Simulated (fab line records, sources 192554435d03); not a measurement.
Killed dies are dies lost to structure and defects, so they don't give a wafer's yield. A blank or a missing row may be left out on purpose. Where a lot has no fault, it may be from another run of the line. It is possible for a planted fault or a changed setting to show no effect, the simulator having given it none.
Split-lot study    flow n5Finfet    on a route of 1938 steps: 7 lots, 39 wafers read

== THE SPLIT ITSELF ==
At N5_BEOL_M0_SAQP_PECVD_00 (deposits SiCN from 3MS/NH3, target thk 8 nm, time 14 s), the setting timeS was moved away from the recipe's 14 s on 18 of the 39 wafers read, by -59.3% to +48.6%. This setting was run at the recipe's value on the other wafers.

Reading taken at the split's own step.

== THE READING ==
SiCN_of_BEOL_M0_SAQP_PECVD_00.thkNm (the simulator's own value, which no gauge read), in nm, at N5_BEOL_M0_SAQP_PECVD_00 (deposits SiCN from 3MS/NH3, target thk 8 nm, time 14 s). The file gives no usual value for it. The 21 wafers here that ran the recipe average 7.9 nm, standard deviation 0.19 nm.

wafer   tool, chamber at the split  timeS as run, s  against the recipe  SiCN_of_BEOL_M0_SAQP_PECVD_00.thkNm, nm  against lot-mates on the recipe
L077.1  pecvd-04, 0                 14               recipe              7.8                                      -
L077.2  pecvd-04, 2,1,0             18.04            +28.9%              10.2                                     +2.2
L077.4  pecvd-04, 2,1,0             18.04            +28.9%              10.2                                     +2.2
L077.6  pecvd-04, 2,1,0             18.04            +28.9%              10.2                                     +2.2
L077.3  pecvd-04, 1                 14               recipe              8                                        -
L077.5  pecvd-04, 2                 14               recipe              8.2                                      -
L078.1  pecvd-04, 0                 14               recipe              7.6                                      -
L078.2  pecvd-04, 1,2               14               recipe              8                                        -
L078.3  pecvd-04, 1,2               14               recipe              8                                        -
L078.4  pecvd-04, 2,1               20.81            +48.6%              12                                       +4.1
L078.6  pecvd-04, 2,1               20.81            +48.6%              12                                       +4.1
L078.5  pecvd-04, 0                 20.81            +48.6%              11.8                                     +3.9
L079.1  pecvd-04, 1,0               14               recipe              7.8                                      -
L079.3  pecvd-04, 1,0               14               recipe              7.8                                      -
L079.2  pecvd-04, 2,1               16.69            +19.2%              9.6                                      +1.7
L079.5  pecvd-04, 2,1               16.69            +19.2%              9.6                                      +1.7
L079.4  pecvd-04, 2                 14               recipe              8.2                                      -
L079.6  pecvd-04, 0                 16.69            +19.2%              9.4                                      +1.5
L081.1  pecvd-03, 0                 7.961            -43.1%              4.6                                      -3.5
L081.2  pecvd-03, 1                 7.961            -43.1%              4.8                                      -3.3
L081.3  pecvd-03, 2                 7.961            -43.1%              4.4                                      -3.7
L081.4  pecvd-03, 1,0               14               recipe              8.2                                      -
L081.6  pecvd-03, 1,0               14               recipe              8.2                                      -
L081.5  pecvd-03, 2                 14               recipe              7.8                                      -
L085.1  pecvd-02, 0                 14               recipe              7.6                                      -
L085.2  pecvd-02, 1,0               5.699            -59.3%              3                                        -4.7
L085.3  pecvd-02, 1,0               5.699            -59.3%              3                                        -4.7
L085.4  pecvd-02, 1,0               14               recipe              7.8                                      -
L085.6  pecvd-02, 1,0               14               recipe              7.8                                      -
L085.5  pecvd-02, 1                 5.699            -59.3%              3.2                                      -4.5
L088.1  pecvd-04, 0                 14               recipe              8                                        -
L088.4  pecvd-04, 0                 14               recipe              8                                        -
L088.5  pecvd-04, 2                 14               recipe              8.2                                      -
L092.1  pecvd-02, 1,0               18.51            +32.2%              10.4                                     +2.5
L092.2  pecvd-02, 1,0               18.51            +32.2%              10.4                                     +2.5
L092.3  pecvd-02, 0                 14               recipe              7.8                                      -
L092.4  pecvd-02, 1                 18.51            +32.2%              10.6                                     +2.7
L092.5  pecvd-02, 1,0               14               recipe              8                                        -
L092.6  pecvd-02, 1,0               14               recipe              8                                        -
If several chambers appear in one row, that row covers several wafers at once and the file leaves open which wafer was in which chamber.

THE FIT
A straight line over all 39 wafers: SiCN_of_BEOL_M0_SAQP_PECVD_00.thkNm changes by +0.0806 nm for each +1% of timeS; r = +1.00; the points scatter about the line by 0.17 nm.
The same after taking each lot's own level away (the mean of its wafers on the recipe; 39 wafers): +0.0801 nm for each +1%; r = +1.00; scatter 0.15 nm.
That fit puts the effect of the largest move of timeS on the reading at 4.7 nm.
Measured against the standard deviation above, the lots' own levels, which go from 7.73 to 8.07 nm, span 1.8 times it.
Consequently the slope shifts little with the lot-to-lot level, the two slopes agreeing.
Check: -4.74 nm against its lot-mates is what the line predicts for one of the wafers moved furthest among these (-59.3%) when that wafer is left out of the fit. Against them it came out at -4.73 nm.

== FURTHER SPLITS ON THESE WAFERS ==
Other splits were also applied to these wafers ahead of the reading. Each is held against what the fit with the lots' levels taken away leaves over:
other split on the same wafers  wafers away from the commonest value  r with SiCN_of_BEOL_M0_SAQP_PECVD_00.thkNm (lot level and that fit taken away)
N5_GATE_CUT_ALD_22 aldCycles    18                                    +0.12

== THE FILE'S OWN FIT ==
SiCN_of_BEOL_M0_SAQP_PECVD_00.thkNm changes by +0.0801 nm for each +1% of timeS, r = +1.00.
